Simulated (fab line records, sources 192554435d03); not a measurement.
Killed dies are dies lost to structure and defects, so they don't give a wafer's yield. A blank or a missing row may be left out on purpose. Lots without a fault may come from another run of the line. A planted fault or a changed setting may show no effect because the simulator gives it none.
One fault seen from 2 desks | flow n5_finfet | each desk has only its own numbers; what lay behind them comes last

THE METROLOGY DESK
What the gauges read, lot by lot, whatever tool the lot ran on: means of the sampled wafers that have a number. A lot is out of limits, marked OUT, if its mean lies more than 4 standard deviations from the usual mean; the brackets give that distance. Of its 10 readings 7 are shown: those that lie furthest out on some lot.
Columns: A = DIBL_N at N5_BEOL_M4_RC_MEAS_101, usual 36.0 mV/V; B = DIBL_P at N5_BEOL_M4_RC_MEAS_101, usual 36.0 mV/V; C = IOFF_N at N5_BEOL_M4_RC_MEAS_101, usual 0.155 nA/um; D = IOFF_P at N5_BEOL_M4_RC_MEAS_101, usual 0.20 nA/um; E = ION_N at N5_BEOL_M4_RC_MEAS_101, usual 672 uA/um; F = ION_P at N5_BEOL_M4_RC_MEAS_101, usual 461 uA/um; G = VT_P at N5_BEOL_M4_RC_MEAS_101, usual -251.0 mV
lot  | first seen here | A    | B    | C     | D    | E   | F   | G
L760 | day 8 11:53     | 34.5 | 34.4 | 0.125 | 0.16 | 663 | 449 | -257.1
L763 | day 8 19:25     | 37.3 | 37.7 | 0.164 | 0.22 | 679 | 464 | -249.5
L768 | day 10 11:53    | 38.4 | 38.4 | 0.192 | 0.24 | 684 | 466 | -248.1
L783 | day 13 23:21    | 37.4 | 35.6 | 0.171 | 0.22 | 670 | 457 | -250.8
This desk's finding: nothing out of limits on any of the 4 lots.

THE TOOL OWNER'S DESK: litho_track-04
The tool's own readings at N5_BEOL_M1_COAT_73 (time 60 s, resist thk 5 nm): means of the sampled wafers that have a number, for each lot that ran on this tool. A lot is out of limits, marked OUT, if its mean lies more than 4 standard deviations from the usual mean; the brackets give that distance.
Columns: A = spin_speed_rpm at N5_BEOL_M1_COAT_73, usual 1500.0 rpm
lot  | first seen here | A
L760 | day 6 00:08     | 1499.8
L763 | day 6 19:55     | 1435.8 (-79) OUT
L768 | day 8 13:04     | 1437.7 (-77) OUT
This desk's finding: out of limits on L763, L768; first on L763, day 6 19:55 (spin_speed_rpm at N5_BEOL_M1_COAT_73). In limits: L760.

PUT TOGETHER
The tool owner's desk could have raised an alarm at day 6 19:55, on L763, L768.
The metrology desk saw nothing out of limits.
The metrology desk has L763, L768 on record, within its limits.
Of the lots named, all ran N5_BEOL_M1_COAT_73 on litho_track-04.

WHAT THE SIMULATOR HAD PUT IN
Process parameter drift: litho_track-04, from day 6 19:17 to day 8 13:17, at N5_BEOL_M1_COAT_73. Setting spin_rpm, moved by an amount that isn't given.
Lots struck among those shown: L763, L768.
Hours from the fault's start to each desk's first reading out of limits: the tool owner's desk, 1.
